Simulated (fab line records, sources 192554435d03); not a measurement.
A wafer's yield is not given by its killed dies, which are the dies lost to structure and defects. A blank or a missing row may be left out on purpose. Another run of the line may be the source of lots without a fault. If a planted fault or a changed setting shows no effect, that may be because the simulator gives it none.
Which tool did it? ; flow n5 finfet ; 57 wafers from 19 lots sampled at 6 of the route's 1938 steps

== WHAT THE GAUGES SHOWED, per wafer ==
The record holds no reading of a measuring or inspecting step that can be judged against a usual standard deviation.

== EACH LOT AND THE TOOL THAT RAN IT (in order: tool; ch and the chambers of the sampled wafers; start) ==
lot;N5_MOL_CONTACT_COAG_ETCH_65;N5_MOL_CONTACT_COAG_ETCH_66;N5_MOL_CONTACT_COAG_ETCH_67;N5_MOL_CONTACT_COAG_ETCH_48;N5_MOL_CONTACT_COAG_CMP_52;N5_BEOL_M0_SAQP_SPACER1_ALD_98
L074;rie diel-02 ch 0,1,2, day 5 05:31;rie diel-02 ch 0,1,2, day 5 05:32;rie diel-01 ch 0,1,2, day 5 06:06;rie diel-01 ch 0,1,2, day 5 06:17;cmp-01 ch 0,1,3, day 5 07:02;ald sin-01 ch 0,1,3, day 5 13:02
L075;rie diel-05 ch 2,3, day 5 12:31;rie diel-05 ch 2,3, day 5 12:32;rie diel-02 ch 0,3, day 5 12:50;rie diel-02 ch 0,3, day 5 13:02;cmp-02 ch 1,3, day 5 13:48;ald sin-03 ch 1,3, day 5 20:01
L076;rie diel-01 ch 2,3, day 5 18:39;rie diel-01 ch 2,3, day 5 18:40;rie diel-01 ch 1,2,3, day 5 18:58;rie diel-01 ch 1,2,3, day 5 19:10;cmp-01 ch 0,2,3, day 5 19:59;ald sin-01 ch 0,1,2, day 6 03:28
L078;rie diel-01 ch 0,1,3, day 6 04:17;rie diel-01 ch 0,1,3, day 6 04:18;rie diel-02 ch 0,2,3, day 6 04:51;rie diel-02 ch 0,2,3, day 6 05:02;cmp-02 ch 0,1, day 6 05:49;ald sin-03 ch 0,2,3, day 6 11:43
L079;rie diel-01 ch 1,2,3, day 6 14:11;rie diel-01 ch 1,2,3, day 6 14:14;rie diel-01 ch 1,2,3, day 6 14:54;rie diel-01 ch 1,2,3, day 6 15:05;cmp-04 ch 1,2,3, day 6 15:55;ald sin-03 ch 1,2, day 6 21:47
L080;rie diel-05 ch 0,1,2, day 6 14:55;rie diel-05 ch 0,1,2, day 6 14:56;rie diel-01 ch 1,2,3, day 6 15:14;rie diel-01 ch 1,2,3, day 6 15:26;cmp-01 ch 0,3, day 6 16:13;ald sin-03 ch 0,1,3, day 7 00:55
L082;rie diel-02 ch 0,1,3, day 7 03:28;rie diel-02 ch 0,1,3, day 7 03:29;rie diel-02 ch 0,1,3, day 7 03:47;rie diel-02 ch 0,1,3, day 7 03:58;cmp-01 ch 0,1,3, day 7 04:42;ald sin-03 ch 1,2,3, day 7 10:28
L083;rie diel-01 ch 0,1, day 7 06:23;rie diel-01 ch 0,1, day 7 06:25;rie diel-01 ch 0,2,3, day 7 06:43;rie diel-01 ch 0,2,3, day 7 06:55;cmp-01 ch 1,2, day 7 07:38;ald sin-01 ch 0,2, day 7 15:26
L085;rie diel-01 ch 0,1, day 7 23:15;rie diel-01 ch 0,1, day 7 23:16;rie diel-02 ch 0,2, day 7 23:34;rie diel-02 ch 0,2, day 7 23:45;cmp-02 ch 0,2,3, day 8 00:35;ald sin-02 ch 2,3, day 8 07:17
L086;rie diel-02 ch 2,3, day 8 05:42;rie diel-02 ch 2,3, day 8 05:43;rie diel-01 ch 0,1,2, day 8 06:24;rie diel-01 ch 0,1,2, day 8 06:35;cmp-04 ch 2,3, day 8 07:20;ald sin-01 ch 0,2,3, day 8 18:35
L087;rie diel-02 ch 1,2,3, day 8 08:28;rie diel-02 ch 1,2,3, day 8 08:29;rie diel-05 ch 0,1,2, day 8 08:53;rie diel-05 ch 0,1,2, day 8 09:04;cmp-04 ch 0,1,3, day 8 09:56;ald sin-01 ch 0,2,3, day 8 19:35
L088;rie diel-05 ch 0,1,3, day 8 20:34;rie diel-05 ch 0,1,3, day 8 20:35;rie diel-01 ch 0,1,3, day 8 21:02;rie diel-01 ch 0,1,3, day 8 21:14;cmp-04 ch 0,1,2, day 8 22:02;ald sin-02 ch 1,2,3, day 9 04:36
L089;rie diel-01 ch 0,2,3, day 8 20:50;rie diel-01 ch 0,2,3, day 8 20:51;rie diel-01 ch 0,1,2, day 8 21:23;rie diel-01 ch 0,1,2, day 8 21:34;cmp-02 ch 1,3, day 8 22:21;ald sin-01 ch 1,2, day 9 10:02
L090;rie diel-01 ch 1,3, day 9 04:39;rie diel-01 ch 1,3, day 9 04:40;rie diel-02 ch 0,3, day 9 04:58;rie diel-02 ch 0,3, day 9 05:10;cmp-02 ch 1,2, day 9 05:59;ald sin-03 ch 0,1,2, day 9 12:53
L092;rie diel-02 ch 0,1,3, day 9 17:10;rie diel-02 ch 0,1,3, day 9 17:11;rie diel-01 ch 1,2,3, day 9 17:56;rie diel-01 ch 1,2,3, day 9 18:07;cmp-01 ch 0,1,2, day 9 18:52;ald sin-03 ch 1,2, day 10 01:38
L093;rie diel-02 ch 1,2,3, day 9 22:58;rie diel-02 ch 1,2,3, day 9 22:59;rie diel-01 ch 0,1,2, day 9 23:22;rie diel-01 ch 0,1,2, day 9 23:33;cmp-02 ch 0,1,3, day 10 00:23;ald sin-03 ch 0,1,3, day 10 08:47
L094;rie diel-05 ch 0,1,2, day 10 04:29;rie diel-05 ch 0,1,2, day 10 04:30;rie diel-02 ch 1,2, day 10 04:47;rie diel-02 ch 1,2, day 10 04:59;cmp-01 ch 0,3, day 10 05:44;ald sin-01 ch 0,1, day 10 13:31
L096;rie diel-01 ch 0,1,2, day 10 17:32;rie diel-01 ch 0,1,2, day 10 17:34;rie diel-02 ch 0,2,3, day 10 18:11;rie diel-02 ch 0,2,3, day 10 18:23;cmp-04 ch 0,2,3, day 10 19:07;ald sin-01 ch 0,2,3, day 11 01:28
L097;rie diel-02 ch 1,3, day 10 20:38;rie diel-02 ch 1,3, day 10 20:39;rie diel-01 ch 0,1, day 10 21:13;rie diel-01 ch 0,1, day 10 21:24;cmp-01 ch 2,3, day 10 22:11;ald sin-03 ch 0,1,3, day 11 05:20
- N5_MOL_CONTACT_COAG_ETCH_65: etches underlayer in N2/H2, target depth 13 nm, time 10.4 s.
- N5_MOL_CONTACT_COAG_ETCH_66: etches SiARC in CF4, target depth 13 nm, time 21.7 s.
- N5_MOL_CONTACT_COAG_ETCH_67: etches SOC in N2/H2, target depth 60 nm, overetch 21 nm, time 101.2 s.
- N5_MOL_CONTACT_COAG_ETCH_48: etches SiOC in C4F6/O2, target depth 15 nm, overetch 4.5 nm, time 17 s.
- N5_MOL_CONTACT_COAG_CMP_52: polishes, stops on SiO2, t overpolish 1.5 s, target thk 66.5 nm.
- N5_BEOL_M0_SAQP_SPACER1_ALD_98: deposits SiO2, target thk 12.8 nm, pulse time 1 s, purge time 2 s.

== WHAT THE TOOLS THEMSELVES READ (means of the sampled wafers that have a number; where no wafer has one, the mark that the record gives instead) ==
N5_MOL_CONTACT_COAG_ETCH_65.
lot;tool;drypump motor current A (A);etch rf on time s (s);n2 flow sccm (sccm);oes product au (a.u.);rf vpp V (V);showerhead plenum p Torr (Torr);throttle valve pct (%)
L074;rie diel-02;5.5;10.59;199.8;0.61;521.3;2.45;17.90
L075;rie diel-05;5.9;10.36;200.3;0.67;522.1;2.47;18.18
L076;rie diel-01;6.3;10.48;200.5;0.66;523.8;2.56;17.93
L078;rie diel-01;5.6;10.44;199.6;0.67;524.6;2.55;18.09
L079;rie diel-01;6.1;10.43;200.1;0.69;524.4;2.57;18.02
L080;rie diel-05;6.4;10.38;200.2;0.70;524.7;2.57;17.90
L082;rie diel-02;5.7;10.51;200.1;0.62;522.5;2.49;17.91
L083;rie diel-01;5.5;10.38;199.6;0.80;523.4;2.53;17.75
L085;rie diel-01;5.7;10.41;200.1;0.76;524.2;2.55;17.90
L086;rie diel-02;5.3;10.36;200.1;0.74;524.5;2.55;17.74
L087;rie diel-02;5.4;10.43;199.7;0.68;523.9;2.52;17.84
L088;rie diel-05;6.4;10.58;199.9;0.69;525.5;2.59;17.87
L089;rie diel-01;5.8;10.49;199.5;0.69;523.2;2.53;17.90
L090;rie diel-01;5.8;10.31;200.0;0.70;524.6;2.57;18.13
L092;rie diel-02;5.7;10.41;200.7;0.69;524.9;2.59;17.80
L093;rie diel-02;5.4;10.73;199.9;0.66;522.9;2.52;17.85
L094;rie diel-05;6.4;10.55;200.3;0.66;523.1;2.56;17.95
L096;rie diel-01;6.0;10.39;199.6;0.71;523.2;2.53;17.87
L097;rie diel-02;5.5;10.69;200.2;0.61;522.4;2.49;17.95

N5_MOL_CONTACT_COAG_ETCH_66.
lot;tool;drypump motor current A (A);etch rf on time s (s);oes product au (a.u.);rf vpp V (V);showerhead plenum p Torr (Torr);throttle valve pct (%)
L074;rie diel-02;5.5;21.9;0.61;183.1;2.07;15.69
L075;rie diel-05;5.8;21.6;0.67;183.1;2.08;15.88
L076;rie diel-01;6.3;21.7;0.66;184.3;2.16;15.69
L078;rie diel-01;5.6;21.6;0.67;184.4;2.15;15.81
L079;rie diel-01;6.1;21.9;0.69;183.9;2.16;15.75
L080;rie diel-05;6.3;21.8;0.69;184.8;2.16;15.63
L082;rie diel-02;5.7;22.1;0.61;183.6;2.10;15.69
L083;rie diel-01;5.5;21.4;0.81;184.4;2.13;15.50
L085;rie diel-01;5.7;21.2;0.77;184.5;2.15;15.65
L086;rie diel-02;5.3;21.4;0.74;184.7;2.15;15.48
L087;rie diel-02;5.4;21.8;0.68;184.4;2.12;15.60
L088;rie diel-05;6.4;21.7;0.69;184.7;2.18;15.60
L089;rie diel-01;5.8;21.6;0.70;183.7;2.13;15.65
L090;rie diel-01;5.8;21.5;0.71;184.2;2.17;15.83
L092;rie diel-02;5.7;21.7;0.69;184.6;2.17;15.56
L093;rie diel-02;5.4;22.1;0.66;183.3;2.12;15.61
L094;rie diel-05;6.3;22.0;0.66;184.5;2.15;15.69
L096;rie diel-01;6.0;21.9;0.70;183.9;2.14;15.66
L097;rie diel-02;5.5;22.4;0.60;183.8;2.10;15.74

N5_MOL_CONTACT_COAG_ETCH_67.
lot;tool;drypump motor current A (A);n2 flow sccm (sccm);oes product au (a.u.);rf vpp V (V);showerhead plenum p Torr (Torr);throttle valve pct (%)
L074;rie diel-01;6.0;200.4;0.66;523.4;2.55;17.92
L075;rie diel-02;5.8;199.9;0.61;524.4;2.57;17.86
L076;rie diel-01;6.1;199.5;0.68;524.9;2.57;17.96
L078;rie diel-02;5.6;199.7;0.59;522.9;2.52;17.91
L079;rie diel-01;6.1;199.8;0.68;525.2;2.57;17.98
L080;rie diel-01;6.1;200.0;0.68;524.0;2.57;17.98
L082;rie diel-02;5.7;199.9;0.61;522.1;2.49;17.86
L083;rie diel-01;5.8;199.8;0.70;523.8;2.53;17.84
L085;rie diel-02;5.4;200.0;0.70;521.5;2.47;17.69
L086;rie diel-01;6.0;200.4;0.72;524.2;2.54;17.81
L087;rie diel-05;6.3;199.8;0.67;524.7;2.56;17.90
L088;rie diel-01;5.5;200.0;0.70;524.0;2.55;17.95
L089;rie diel-01;6.0;200.7;0.71;523.7;2.54;17.81
L090;rie diel-02;5.8;200.9;0.69;527.9;2.67;17.78
L092;rie diel-01;6.1;200.4;0.66;524.6;2.56;18.03
L093;rie diel-01;6.0;199.8;0.70;523.9;2.54;17.83
L094;rie diel-02;5.3;199.4;0.65;520.3;2.44;17.80
L096;rie diel-02;5.6;199.9;0.71;525.0;2.61;17.70
L097;rie diel-01;5.5;200.2;0.73;522.8;2.52;17.77

N5_MOL_CONTACT_COAG_ETCH_48.
lot;tool;drypump motor current A (A);oes_f_703_au (a.u.);oes_o_777_au (a.u.);oes product au (a.u.);rf vpp V (V);showerhead plenum p Torr (Torr);throttle valve pct (%)
L074;rie diel-01;6.0;0.80;0.80;0.66;1577;2.86;40.92
L075;rie diel-02;5.8;0.74;0.74;0.61;1579;2.86;40.50
L076;rie diel-01;6.1;0.82;0.82;0.68;1585;2.87;40.99
L078;rie diel-02;5.6;0.72;0.72;0.59;1574;2.81;40.56
L079;rie diel-01;6.1;0.81;0.81;0.71;1586;2.87;41.00
L080;rie diel-01;6.1;0.81;0.81;0.69;1585;2.87;40.99
L082;rie diel-02;5.7;0.72;0.72;0.61;1580;2.78;40.47
L083;rie diel-01;5.8;0.83;0.84;0.75;1575;2.83;40.75
L085;rie diel-02;5.4;0.84;0.84;0.70;1568;2.75;40.55
L086;rie diel-01;6.0;0.86;0.86;0.71;1576;2.84;40.78
L087;rie diel-05;6.3;0.80;0.80;0.69;1583;2.87;40.70
L088;rie diel-01;5.5;0.85;0.85;0.70;1581;2.84;40.82
L089;rie diel-01;6.0;0.85;0.85;0.70;1576;2.84;40.79
L090;rie diel-02;5.8;0.81;0.82;0.70;1587;2.96;40.50
L092;rie diel-01;6.1;0.79;0.79;0.67;1585;2.86;41.01
L093;rie diel-01;6.0;0.84;0.84;0.72;1576;2.84;40.80
L094;rie diel-02;5.3;0.76;0.76;0.64;1583;2.73;40.53
L096;rie diel-02;5.6;0.85;0.84;0.70;1581;2.91;40.53
L097;rie diel-01;5.5;0.88;0.88;0.70;1572;2.81;40.61

N5_MOL_CONTACT_COAG_CMP_52.
lot;tool;motor current A (A);overpolish run s (s);time to endpoint s (s)
L074;cmp-01;12.6;1.500;14.4
L075;cmp-02;10.3;1.502;13.7
L076;cmp-01;12.0;1.507;13.8
L078;cmp-02;10.8;1.497;14.2
L079;cmp-04;12.5;1.500;12.1
L080;cmp-01;13.1;1.503;11.8
L082;cmp-01;12.1;1.506;13.0
L083;cmp-01;11.8;1.506;15.4
L085;cmp-02;11.4;1.499;16.1
L086;cmp-04;12.5;1.499;14.7
L087;cmp-04;10.7;1.502;13.1
L088;cmp-04;12.1;1.502;15.1
L089;cmp-02;10.9;1.493;9.7
L090;cmp-02;11.2;1.500;12.3
L092;cmp-01;11.6;1.508;14.7
L093;cmp-02;10.6;1.497;14.8
L094;cmp-01;12.3;1.502;14.6
L096;cmp-04;12.5;1.502;12.8
L097;cmp-01;12.9;1.501;14.4

N5_BEOL_M0_SAQP_SPACER1_ALD_98.
lot;tool;heater power outer w (W);heater power w (W);precursor pulse height rel
L074;ald sin-01;259;460;1.013
L075;ald sin-03;260;457;1.016
L076;ald sin-01;282;493;1.013
L078;ald sin-03;267;468;0.995
L079;ald sin-03;277;473;0.994
L080;ald sin-03;253;443;0.986
L082;ald sin-03;264;460;0.993
L083;ald sin-01;272;492;1.011
L085;ald sin-02;231;460;0.994
L086;ald sin-01;277;479;1.006
L087;ald sin-01;276;482;1.003
L088;ald sin-02;246;444;1.004
L089;ald sin-01;299;526;1.006
L090;ald sin-03;262;455;0.999
L092;ald sin-03;277;488;0.995
L093;ald sin-03;256;444;1.004
L094;ald sin-01;258;465;0.991
L096;ald sin-01;278;478;1.004
L097;ald sin-03;252;447;0.988

== THE ANSWER, worked out from the rows above alone ==
Rule: usual is defined by the lots themselves. Put in order of their means at a reading, lots are off if they are a third of the lots or fewer, leave a main group of 4 or more, and stand apart from it by a gap of 3 or more times the standard deviation of the main group's means; of several such gaps the widest counts. Not used: any main group whose means are identical at the precision the tables above print for the reading. A lot without any number at a reading at which 4 lots or more have one is off too. All remaining lots with rows at the step are treated as sound. After the gauges, taken in route order, come the tools' own readings; for these a lot's mean is taken, as printed above. The first step at which some lot is off is used, and at that step the reading that is off furthest; a lot without a number counts as furthest.
None of the lots is off at any reading shown; this tells nothing.

== WHAT THE SIMULATOR PUT IN ==
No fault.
